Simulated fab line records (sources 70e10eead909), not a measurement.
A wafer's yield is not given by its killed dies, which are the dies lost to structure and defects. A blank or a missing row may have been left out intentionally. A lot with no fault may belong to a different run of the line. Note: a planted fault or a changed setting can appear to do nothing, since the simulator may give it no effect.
Matching of chambers    flow nand-harc    4 sister chambers for NHARC_P_M0_STRIP_18 on rie-diel-13
The step strips in N2/H2. 24 wafers are shown with their chamber, then 12 later ones without.

## WAFERS PAIRED WITH THEIR CHAMBERS
wafer   chamber  showerhead-plenum-p-Torr (Torr)  throttle-valve-pct (%)  oes-product-au (a.u.)
L074.2  1        2.12                             14.176                  1.002
L074.3  2        2.14                             14.180                  0.991
L074.6  1        2.12                             14.178                  1.004
L074.1  0        1.97                             14.167                  0.997
L074.4  3        2.12                             14.153                  0.998
L074.5  2        2.14                             14.177                  0.988
L076.1  1        2.12                             14.175                  1.015
L076.3  3        2.12                             14.169                  1.013
L076.4  2        2.14                             14.186                  0.998
L076.2  0        1.97                             14.165                  1.001
L076.5  0        1.97                             14.190                  1.007
L076.6  3        2.12                             14.159                  1.000
L077.3  3        2.12                             14.164                  0.997
L077.5  2        2.14                             14.168                  1.000
L077.6  3        2.12                             14.165                  0.989
L082.2  0        1.96                             14.166                  0.985
L082.4  1        2.12                             14.172                  1.003
L082.6  1        2.12                             14.161                  1.003
L085.1  0        1.96                             14.163                  1.005
L085.5  3        2.12                             14.173                  0.990
L085.6  0        1.96                             14.181                  0.988
L089.2  0        1.96                             14.174                  0.992
L089.3  1        2.12                             14.183                  1.000
L089.5  0        1.96                             14.167                  0.989

SIGNATURES (means of the wafers above)
reading                   chamber 0  chamber 1  chamber 2  chamber 3  scatter within a chamber
showerhead-plenum-p-Torr  1.9637     2.1200     2.1400     2.1200     0.00306
throttle-valve-pct        14.17162   14.17417   14.17775   14.16383   0.00812
oes-product-au            0.99550    1.00450    0.99425    0.99783    0.00738
Rule: for a wafer and a chamber, the distance is found by dividing, reading by reading, the gap between the wafer's reading and the chamber's mean by the reading's scatter, squaring, summing and taking the root. If the next closest chamber is less than 2 further off than the closest, the wafer can't be placed; otherwise it belongs to the closest. The scatter: the root of (the sum of the squares of (reading less its chamber's mean) over the shown wafers, divided by (wafers less chambers)).

## WAFERS WITH NO CHAMBER GIVEN
wafer   showerhead-plenum-p-Torr (Torr)  throttle-valve-pct (%)  oes-product-au (a.u.)
L091.1  2.12                             14.173                  1.003
L091.5  2.14                             14.177                  0.986
L091.6  2.12                             14.191                  1.002
L091.2  1.96                             14.167                  0.989
L091.3  2.12                             14.145                  0.994
L091.4  2.14                             14.152                  0.985
L090.1  2.12                             14.170                  1.021
L090.3  2.14                             14.177                  1.008
L090.5  2.12                             14.153                  1.008
L096.1  2.14                             14.176                  0.996
L096.2  2.11                             14.183                  1.008
L096.3  1.96                             14.154                  1.003

## THE CHAMBER EACH PASSED THROUGH
wafer   from the rows above      in truth
L091.1  can't be placed: 1 or 3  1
L091.5  2                        2
L091.6  can't be placed: 1 or 3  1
L091.2  0                        0
L091.3  can't be placed: 3 or 1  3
L091.4  2                        2
L090.1  can't be placed: 1 or 3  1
L090.3  2                        2
L090.5  can't be placed: 3 or 1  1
L096.1  2                        2
L096.2  can't be placed: 1 or 3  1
L096.3  0                        0
Placed correctly: 6 of 12. These rows do not allow placing 6 (true chamber among the candidates in 6). Placed wrongly: 0.
